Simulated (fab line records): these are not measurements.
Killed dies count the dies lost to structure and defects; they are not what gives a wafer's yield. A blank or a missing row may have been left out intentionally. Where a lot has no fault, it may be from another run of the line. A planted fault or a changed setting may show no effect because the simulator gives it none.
fab line records    flow n5-finfet
record lots=6  wafers=18  last-day=20
route steps=1938 shown BEOL_M9@1454 PASSIVATION@1936
lots that met no fault: from a run of the same line without faults
start-h: the number of hours between the record's first day and the start of the first shown wafer of the lot    wait-h: hours since the lot's step before    " the same as in the row above    L1.1+2: a single row standing in for several wafers    - either no value or no given start    * or withheld: withheld    < > ~ a bound
route shown NAME@n: NAME is a module with steps in the file, n the number in the route of the first one    usual: the fault-free wafers' mean and standard deviation    same: alike in all rows    chamber/n: place in a boat    sites: readings site by site    _std_site: the values' standard deviation    _edge_site: mean of outer sites minus mean of inner sites    radius-mm: how far each site lies from the wafer's centre    mask NAME#n: copy n    behind: the most recent tool/chamber to have shaped the wafer    hold: why the lot went on hold/how many hours it stayed there/how the hold came to an end    device: the transistor (n, p or np) that didn't switch    end of line: tests run on the same wafers once the route is complete    for a step that has no rows: nothing shown but its recipe    killed: not the wafer's yield, but the dies lost to structure and defects at the first sort    map: per-die view of a wafer (x killed, . not killed, _ where there is no die)
set.NAME: the run value of the setting; set.NAME@STEP: its run value at that earlier step    model.NAME: the simulator's own value behind a step, which no gauge read
lots at some steps of the route; a table a step, a row a wafer
services: from which hour (start-h, from the record's first day; less than 0 if before it) a tool's chamber was out of use, for how many hours, and why
## steps
# step N5_BEOL_M9_CD_MEAS_35
# recipe target-cd-nm=70  target-cd-y-nm=40  polarity=opening
# usual cd-nm=70.2/0.83
lot.wafer  tool       chamber  start-h  wait-h  cd-nm
L811.2     cd-sem-03  -        268.21   0.0     69.4
L811.4     "          -        "        "       69.1
L811.5     "          -        "        "       68.8
L809.1     cd-sem-02  -        271.32   0.0     70.1
L809.3     "          -        "        "       70.2
L809.6     "          -        "        "       69.7
L813.2     cd-sem-03  -        301.90   0.0     71.1
L813.4     "          -        "        "       69.9
L813.5     "          -        "        "       69.7
L814.1     cd-sem-03  -        312.91   0.0     71.3
L814.5     "          -        "        "       70.8
L814.6     "          -        "        "       71.9
L825.2     cd-sem-03  -        364.50   0.0     69.8
L825.4     "          -        "        "       71.2
L825.6     "          -        "        "       70.2
L829.1     cd-sem-03  -        387.61   0.0     69.8
L829.5     "          -        "        "       69.3
L829.6     "          -        "        "       68.9
# step N5_BEOL_M9_CURE_72
# recipe temp-c=370  time-s=120  ambient=DMADMS/He  material=SiCOH_lowk
# step N5_BEOL_M9_DEGAS_44
# recipe ambient=vacuum  temp-c=250  time-s=60
# usual heater-power-w=329/22  susceptor-temp-C=250.01/0.16
lot.wafer  tool            chamber  start-h  wait-h  heater-power-w  susceptor-temp-C
L811.2     pvd-sputter-02  -        268.76   0.4     303             250.28
L811.4     "               -        "        "       291             250.03
L811.5     "               -        "        "       307             250.20
L809.1     pvd-sputter-02  -        272.00   0.5     320             250.14
L809.3     "               -        "        "       340             249.95
L809.6     "               -        "        "       322             250.15
L813.2     pvd-sputter-03  -        302.64   0.6     335             250.15
L813.4     "               -        "        "       358             250.19
L813.5     "               -        "        "       358             250.28
L814.1     pvd-sputter-03  -        313.29   0.3     313             250.00
L814.5     "               -        "        "       336             250.29
L814.6     "               -        "        "       314             250.25
L825.2     pvd-sputter-03  -        365.07   0.4     326             249.92
L825.4     "               -        "        "       370             250.13
L825.6     "               -        "        "       320             249.87
L829.1     pvd-sputter-01  -        387.99   0.3     342             250.07
L829.5     "               -        "        "       342             249.94
L829.6     "               -        "        "       346             250.18
# step N5_BEOL_M9_PRE_CLEAN_45
# recipe gas=H2/He  time-s=30  temp-c=250
# step N5_BEOL_M9_ALD_74
# recipe material=TaN  target-thk-a=20  temp-c=275  ald-precursor-family=PDMAT  ald-co-reactant=NH3  pressure-torr=3  carrier-flow-sccm=1500  pulse-time-s=2  purge-time-s=3  co-reactant-purge-time-s=2  co-reactant-pulse-time-s=3  ald-cycles=40  precursor-vessel-temp-c=75  precursor-vessel-pressure-torr=26.25  precursor-vessel-carrier-sccm=1000
# usual heater-power-w=424/28  precursor-vessel-pressure-torr=26.26/0.054  susceptor-temp-C=275.02/0.18
lot.wafer  tool          chamber  start-h  wait-h  heater-power-w  precursor-vessel-pressure-torr  susceptor-temp-C
L811.2     ald-metal-02  3        268.86   0.0     407             26.29                           274.82
L811.4     "             1        "        "       427             26.35                           275.19
L811.5     "             3        "        "       409             26.24                           275.35
L809.1     ald-metal-02  1        272.10   0.0     432             26.24                           275.16
L809.3     "             0        "        "       437             26.34                           275.04
L809.6     "             3        "        "       423             26.30                           274.78
L813.2     ald-metal-02  1        302.74   0.0     427             26.26                           274.77
L813.4     "             3        "        "       410             26.24                           275.02
L813.5     "             1        "        "       429             26.32                           275.16
L814.1     ald-metal-02  0        313.49   0.1     434             26.13                           274.96
L814.5     "             1        "        "       445             26.26                           275.23
L814.6     "             2        "        "       452             26.24                           275.01
L825.2     ald-metal-01  2        365.17   0.0     411             26.18                           275.47
L825.4     "             1        "        "       459             26.32                           275.11
L825.6     "             1        "        "       447             26.25                           274.90
L829.1     ald-metal-02  3        388.09   0.0     394             26.20                           274.81
L829.5     "             1        "        "       419             26.23                           275.09
L829.6     "             0        "        "       386             26.31                           274.85
# step N5_BEOL_M9_SURFACE_TREAT_79
# recipe gas=Ar  time-s=*  ion-energy-ev=*  ion-current-ma-cm2=0.5  pressure-mtorr=*  ar-flow-sccm=30
# step N5_BEOL_M9_CVD_78
# recipe material=Co  target-thk-a=20  temp-c=withheld  precursor=CCTBA/H2  pressure-torr=30  time-s=138.9
# step N5_BEOL_M9_SPUTTER_48
# recipe material=Cu  target-thk-a=120  temp-c=-20  bias-v=60  power-w=26000  chamber-pressure-pa=0.13  time-s=2
# usual susceptor-temp-C=-20.01/0.12  throttle-valve-pct=29.6/0.85
lot.wafer  tool            chamber  start-h  wait-h  susceptor-temp-C  throttle-valve-pct
L811.2     pvd-sputter-02  -        269.70   0.3     -19.88            29.3
L811.4     "               -        "        "       -19.88            29.5
L811.5     "               -        "        "       -19.94            28.6
L809.1     pvd-sputter-02  -        272.76   0.1     -20.05            28.7
L809.3     "               -        "        "       -20.02            30.6
L809.6     "               -        "        "       -20.02            29.5
L813.2     pvd-sputter-01  -        303.32   0.1     -19.94            28.3
L813.4     "               -        "        "       -20.21            30.6
L813.5     "               -        "        "       -20.14            30.6
L814.1     pvd-sputter-02  -        314.19   0.1     -19.99            29.7
L814.5     "               -        "        "       -19.91            29.5
L814.6     "               -        "        "       -19.96            28.6
L825.2     pvd-sputter-03  -        365.82   0.1     -20.07            29.8
L825.4     "               -        "        "       -19.93            29.0
L825.6     "               -        "        "       -19.85            29.3
L829.1     pvd-sputter-02  -        388.66   0.1     -19.92            28.9
L829.5     "               -        "        "       -19.93            29.4
L829.6     "               -        "        "       -19.79            30.5
# step N5_BEOL_M9_ECD_50
# recipe material=Cu  target-thk-a=3180
# step N5_BEOL_M9_ANNEAL_51
# recipe temp-c=225  time-s=90  ambient=N2
# usual anneal-temp-c=225.03/0.18  wafer_temp_C_max=225.91/0.25
lot.wafer  tool           chamber  start-h  wait-h  anneal-temp-c  wafer_temp_C_max
L811.2     rtp-anneal-02  0        270.14   0.3     224.88         226.13
L811.4     "              0        "        "       225.14         226.47
L811.5     "              0        "        "       225.09         226.44
L809.1     rtp-anneal-02  0        273.10   0.2     225.12         225.99
L809.3     "              0        "        "       225.08         226.08
L809.6     "              0        "        "       225.21         226.21
L813.2     rtp-anneal-02  0        303.89   0.4     224.77         225.94
L813.4     "              0        "        "       225.10         226.10
L813.5     "              0        "        "       224.93         226.15
L814.1     rtp-anneal-01  0        314.72   0.4     225.30         225.53
L814.5     "              0        "        "       225.14         225.86
L814.6     "              0        "        "       225.14         226.00
L825.2     rtp-anneal-01  0        366.09   0.1     224.91         225.75
L825.4     "              0        "        "       225.05         225.69
L825.6     "              0        "        "       225.07         225.52
L829.1     rtp-anneal-02  0        388.93   0.1     225.19         225.70
L829.5     "              0        "        "       225.24         226.15
L829.6     "              0        "        "       225.03         225.51
# step N5_BEOL_M9_CMP_52
# recipe stop-on=SiCOH_lowk  t-overpolish-s=7  down-force-psi=1  platen-rpm=50  clearing-platen-down-force-psi=1.5  clearing-platen-rpm=50  post-cmp-clean=cu-alkaline  target-thk-nm=140  clearing-platen-pad-velocity-m-s=0.99484  pad-velocity-m-s=0.99484
# usual barrier-field-endpoint-s=28.6/0.94  head-pressure-psi=1.0000/0.002  motor-current-A=6.1/0.72  overpolish-run-s=7.000/0.0087  pad-life-wafers=1171/660  retaining-ring-pressure-frac=1.001/0.0049  time-to-endpoint-s=66/4.5
lot.wafer  tool    chamber  start-h  wait-h  barrier-field-endpoint-s  head-pressure-psi  motor-current-A  overpolish-run-s  pad-life-wafers  retaining-ring-pressure-frac  time-to-endpoint-s
L811.2     cmp-02  3        270.39   0.2     27.1                      1.0017             5.8              6.993             48               0.997                         58
L811.4     "       2        "        "       28.7                      1.0000             5.1              7.004             51               1.000                         64
L811.5     "       0        "        "       29.0                      1.0000             8.0              7.004             -                1.007                         68
L809.3     cmp-04  0        273.40   0.2     28.5                      1.0006             5.6              7.010             1164             0.999                         66
L809.1     "       1        "        "       28.3                      1.0016             6.6              6.981             1165             0.997                         68
L809.6     "       1        "        "       29.1                      1.0030             6.7              7.004             -                0.999                         67
L813.2     cmp-04  1        304.15   0.2     29.0                      0.9998             6.4              6.990             1434             1.003                         69
L813.4     "       2        "        "       29.4                      0.9980             5.5              7.005             1435             1.004                         71
L813.5     "       1        "        "       29.6                      1.0008             6.5              6.998             -                0.998                         69
L814.1     cmp-01  1        315.05   0.3     28.0                      0.9978             5.3              7.008             1584             0.997                         62
L814.5     "       1        "        "       28.9                      0.9986             5.2              6.998             -                0.996                         59
L814.6     "       2        "        "       29.1                      0.9995             6.3              6.994             -                1.002                         67
L825.4     cmp-01  2        366.36   0.1     29.0                      1.0020             5.9              7.008             2028             1.001                         66
L825.2     "       0        "        "       27.6                      0.9968             7.1              6.998             2030             0.994                         62
L825.6     "       3        "        "       28.0                      1.0013             5.5              6.986             -                1.007                         64
L829.1     cmp-01  0        389.29   0.3     28.3                      1.0008             7.0              7.000             79               1.001                         61
L829.5     "       3        "        "       29.4                      1.0041             5.5              7.003             -                0.994                         71
L829.6     "       0        "        "       27.7                      1.0013             6.9              6.997             -                1.001                         65
# step N5_BEOL_M9_THK_MEAS_53
# recipe thk-meas-gauge=xrf  reads=Cu_of_BEOL_M9_ECD_50
# usual M9_THK=138/3.6
lot.wafer  tool           chamber  start-h  wait-h  M9_THK[nm]
L811.2     film-metro-02  -        270.69   -       138
L811.4     "              -        "        "       137
L811.5     "              -        "        "       132
L809.1     film-metro-02  -        273.69   -       137
L809.3     "              -        "        "       136
L809.6     "              -        "        "       138
L813.2     film-metro-02  -        304.44   -       146
L813.4     "              -        "        "       132
L813.5     "              -        "        "       144
L814.1     film-metro-01  -        315.34   -       144
L814.5     "              -        "        "       134
L814.6     "              -        "        "       133
L825.2     film-metro-02  -        366.66   -       135
L825.4     "              -        "        "       131
L825.6     "              -        "        "       137
L829.1     film-metro-01  -        389.55   -       140
L829.5     "              -        "        "       136
L829.6     "              -        "        "       135
# step N5_BEOL_M9_PRE_CLEAN_55
# recipe gas=NH3  time-s=15  temp-c=withheld  rf-power-w=300
# usual rf-fwd-power-W=295.2/1.8
lot.wafer  tool      chamber  start-h  wait-h  rf-fwd-power-W
L811.2     pecvd-03  2        270.72   0.0     292.2
L811.4     "         2        "        "       294.0
L811.5     "         1        "        "       293.2
L809.1     pecvd-03  0        273.73   0.0     295.9
L809.3     "         2        "        "       292.3
L809.6     "         0        "        "       295.9
L813.2     pecvd-03  1        304.54   0.1     266.4
L813.4     "         1        "        "       266.5
L813.5     "         2        "        "       292.8
L814.1     pecvd-03  1        315.38   0.0     266.7
L814.5     "         2        "        "       291.1
L814.6     "         1        "        "       266.1
L825.2     pecvd-02  2        366.69   0.0     294.4
L825.4     "         1        "        "       294.7
L825.6     "         0        "        "       295.4
L829.1     pecvd-01  2        389.58   0.0     295.4
L829.5     "         2        "        "       295.5
L829.6     "         0        "        "       297.1
# step N5_BEOL_M9_DEP_56
# recipe material=SiCN  target-thk-a=150  temp-c=withheld  precursor=3MS/NH3  pressure-torr=3  rf-w=202  time-s=26.5
# step N5_PASSIVATION_PROBE_49
# usual defect-limited-yield=91.2/1.5  killed_at_M0_to_M3=36/10  killed_at_M4_up=14/5.2  killed-at-contacts=12/6  killed-at-front-end=37/10  killed-at-other=4/3.3  killed-dies=104/18  killed-open=68/14  killed-short=34/7.4  sort_bin_5_function=5.2/1  sort_bin_6_memory=3.3/0.7  sort-n-pass=1076/18  sort-yield-pct=91.2/1.5
# same gross-dies=1180  killed-at-back-side=0  sort_bin_4_leakage[%]=0  sort_bin_8_speed[%]=0
lot.wafer  tool       chamber  start-h  wait-h  defect-limited-yield[%]  killed_at_M0_to_M3  killed_at_M4_up  killed-at-contacts  killed-at-front-end  killed-at-other  killed-dies  killed-open  killed-short  sort_bin_5_function[%]  sort_bin_6_memory[%]  sort-n-pass  sort-yield-pct[%]
L811.2     prober-02  -        331.96   0.1     91.1                     48                  11               15                  28                   3                105          63           40            5.3                     3.2                   1075         91.1
L811.4     prober-02  -        332.06   0.2     92.8                     25                  19               11                  28                   2                85           65           20            4.1                     3.1                   1095         92.8
L811.5     prober-02  -        332.11   0.2     90.2                     46                  16               9                   42                   3                116          62           52            5.3                     3.7                   1064         90.2
L809.1     prober-01  -        338.27   0.0     92.1                     33                  3                20                  33                   4                93           52           41            5.1                     2.3                   1087         92.1
L809.3     prober-01  -        338.37   0.1     94.2                     35                  8                6                   19                   0                68           42           25            3.0                     2.5                   1112         94.2
L809.6     prober-01  -        338.52   0.3     91.9                     42                  13               8                   28                   4                95           58           37            4.5                     3.2                   1085         91.9
L814.1     prober-01  -        377.98   0.0     91.4                     30                  11               13                  42                   5                101          69           29            4.9                     3.3                   1079         91.4
L814.5     prober-01  -        378.18   0.2     88.9                     44                  20               10                  49                   8                131          81           48            6.2                     4.3                   1049         88.9
L814.6     prober-01  -        378.23   0.3     90.8                     37                  17               9                   40                   5                108          62           43            6.3                     2.6                   1072         90.8
L829.1     prober-01  -        481.79   0.0     95.1                     13                  10               4                   29                   2                58           41           17            2.9                     1.9                   1122         95.1
L829.5     prober-01  -        481.99   0.2     93.6                     16                  15               10                  31                   3                75           51           24            4.5                     1.8                   1105         93.6
L829.6     prober-01  -        482.04   0.3     93.0                     27                  15               6                   32                   3                83           55           28            3.7                     2.9                   1097         93.0
# killed by level:class
L811.2 BEOL_M0_SAQP:geometric-particle:short=19 BEOL_M0_SAQP:geometric-particle:open=14 MOL_CONTACT_COAG:geometric-particle:open=11 BEOL_M2:geometric-particle:open=6 ILD0:geometric-particle:open=5 BEOL_M3:geometric-particle:open=5 FIN_SAQP:geometric-particle:short=4 MOL_CONTACT_COAG:geometric-particle:short=4
L811.4 MOL_CONTACT_COAG:geometric-particle:open=11 DUMMY_GATE:geometric-particle:open=9 BEOL_M0_SAQP:geometric-particle:open=8 BEOL_M3:geometric-particle:open=8 FIN_SAQP:geometric-particle:open=5 BEOL_M0_SAQP:geometric-particle:short=5 BEOL_M4:geometric-particle:short=5 BEOL_M4:geometric-particle:open=5
L811.5 BEOL_M0_SAQP:geometric-particle:short=19 BEOL_M0_SAQP:geometric-particle:open=14 ILD0:geometric-particle:open=10 FIN_SAQP:geometric-particle:short=9 BEOL_M4:geometric-particle:open=7 BEOL_M2:geometric-particle:open=6 MOL_CONTACT_COAG:geometric-particle:open=5 MOL_CONTACT_COAG:geometric-particle:short=4
L809.1 MOL_CONTACT_COAG:geometric-particle:open=15 BEOL_M0_SAQP:geometric-particle:short=9 FIN_SAQP:geometric-particle:short=8 BEOL_M2:geometric-particle:open=6 BEOL_M0_SAQP:geometric-particle:open=6 DUMMY_GATE:geometric-particle:open=5 GATE_CUT:geometric-particle:short=5 MOL_CONTACT_COAG:geometric-particle:short=5
L809.3 BEOL_M2:geometric-particle:open=8 MOL_CONTACT_COAG:geometric-particle:open=6 BEOL_M1:geometric-particle:open=6 FIN_SAQP:geometric-particle:open=4 BEOL_M1:geometric-particle:short=4 BEOL_M0_SAQP:geometric-particle:open=4 BEOL_M0_SAQP:geometric-particle:short=4 STARTING-WAFER:geometric-particle:short=4
L809.6 BEOL_M0_SAQP:geometric-particle:open=11 BEOL_M1:geometric-particle:open=7 BEOL_M4:geometric-particle:open=7 MOL_CONTACT_COAG:geometric-particle:open=6 BEOL_M0_SAQP:geometric-particle:short=6 FIN_SAQP:geometric-particle:open=5 STI_FIN_REVEAL:geometric-particle:open=5 BEOL_M1:geometric-particle:short=5
L814.1 FIN_SAQP:geometric-particle:open=13 MOL_CONTACT_COAG:geometric-particle:open=11 BEOL_M0_SAQP:geometric-particle:open=8 FIN_SAQP:geometric-particle:short=7 STI_FIN_REVEAL:geometric-particle:open=7 BEOL_M0_SAQP:geometric-particle:short=6 BEOL_M2:geometric-particle:open=6 DUMMY_GATE:geometric-particle:open=5
L814.5 BEOL_M0_SAQP:geometric-particle:short=20 FIN_SAQP:geometric-particle:short=11 STI_FIN_REVEAL:geometric-particle:open=11 FIN_SAQP:geometric-particle:open=8 MOL_CONTACT_COAG:geometric-particle:open=8 BEOL_M4:geometric-particle:open=8 BEOL_M0_SAQP:geometric-particle:open=7 BEOL_M2:geometric-particle:open=7
L814.6 BEOL_M0_SAQP:geometric-particle:short=11 BEOL_M0_SAQP:geometric-particle:open=11 FIN_SAQP:geometric-particle:short=10 FIN_SAQP:geometric-particle:open=8 MOL_CONTACT_COAG:geometric-particle:open=8 BEOL_M3:geometric-particle:open=8 STARTING-WAFER:geometric-particle:short=8 BEOL_M4:geometric-particle:open=6
L829.1 DUMMY_GATE:geometric-particle:open=9 BEOL_M3:geometric-particle:open=6 FIN_SAQP:geometric-particle:open=5 FIN_SAQP:geometric-particle:short=5 BEOL_M4:geometric-particle:open=4 MOL_CONTACT_COAG:geometric-particle:open=3 STARTING-WAFER:geometric-particle:open=3 DUMMY_GATE:geometric-particle:short=2
L829.5 MOL_CONTACT_COAG:geometric-particle:open=8 STI_FIN_REVEAL:geometric-particle:open=5 BEOL_M3:geometric-particle:open=5 FIN_SAQP:geometric-particle:short=4 DUMMY_GATE:geometric-particle:open=4 BEOL_M0_SAQP:geometric-particle:open=4 BEOL_M7:geometric-particle:open=4 STARTING-WAFER:geometric-particle:short=4
L829.6 BEOL_M2:geometric-particle:open=8 MOL_CONTACT_COAG:geometric-particle:open=6 FIN_SAQP:geometric-particle:short=5 STI_FIN_REVEAL:geometric-particle:open=5 DUMMY_GATE:geometric-particle:open=5 BEOL_M0_SAQP:geometric-particle:short=5 STARTING-WAFER:geometric-particle:short=4 BEOL_M3:geometric-particle:open=4
## services
tool           chamber  start-h  hours  kind
pecvd-03       -        255.03   14.6   pm
cmp-02         -        259.41   4.0    pm
cmp-01         -        269.12   8.4    pm
pecvd-02       -        270.32   28.1   pm
cmp-01         -        278.95   0.5    repair
cmp-02         -        289.59   4.6    pm
pecvd-01       -        295.80   14.6   pm
pecvd-03       0        307.10   28.4   repair
cmp-02         -        321.72   0.3    repair
cmp-01         -        325.02   0.8    repair
cmp-02         -        328.59   0.6    repair
ald-metal-02   -        337.25   14.0   pm
ald-metal-02   0        337.25   14.0   vent-cycle
ald-metal-02   1        337.25   14.0   vent-cycle
cmp-04         -        346.47   12.1   pm
ald-metal-01   0        356.43   2.7    repair
cmp-02         -        359.12   1.0    repair
rtp-anneal-02  -        363.38   1.3    repair
pecvd-01       1        366.46   4.7    repair
cmp-02         -        367.04   9.2    repair
ald-metal-02   1        373.19   10.2   repair
cmp-01         -        375.79   4.0    pm
ald-metal-02   -        380.68   0.9    repair
cmp-04         -        385.72   4.0    pm
## key
first-sign step=N5_BEOL_M9_PRE_CLEAN_55  reading=rf-fwd-power-W  direction=down  sigmas=16  usual=*  struck=*
effect none on later readings
met-at N5_BEOL_M9_PRE_CLEAN_55
struck-wafers L813.2,L813.4,L814.1,L814.6
onset-between 270.72 304.54
fault kind=process-parameter-drift  tool=pecvd-03  chamber=1  onset-h=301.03  steps=N5_BEOL_M9_PRE_CLEAN_55  channel=rf-power-w  offset=*  shape=step  end-h=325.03  acts-in=*  stated=*
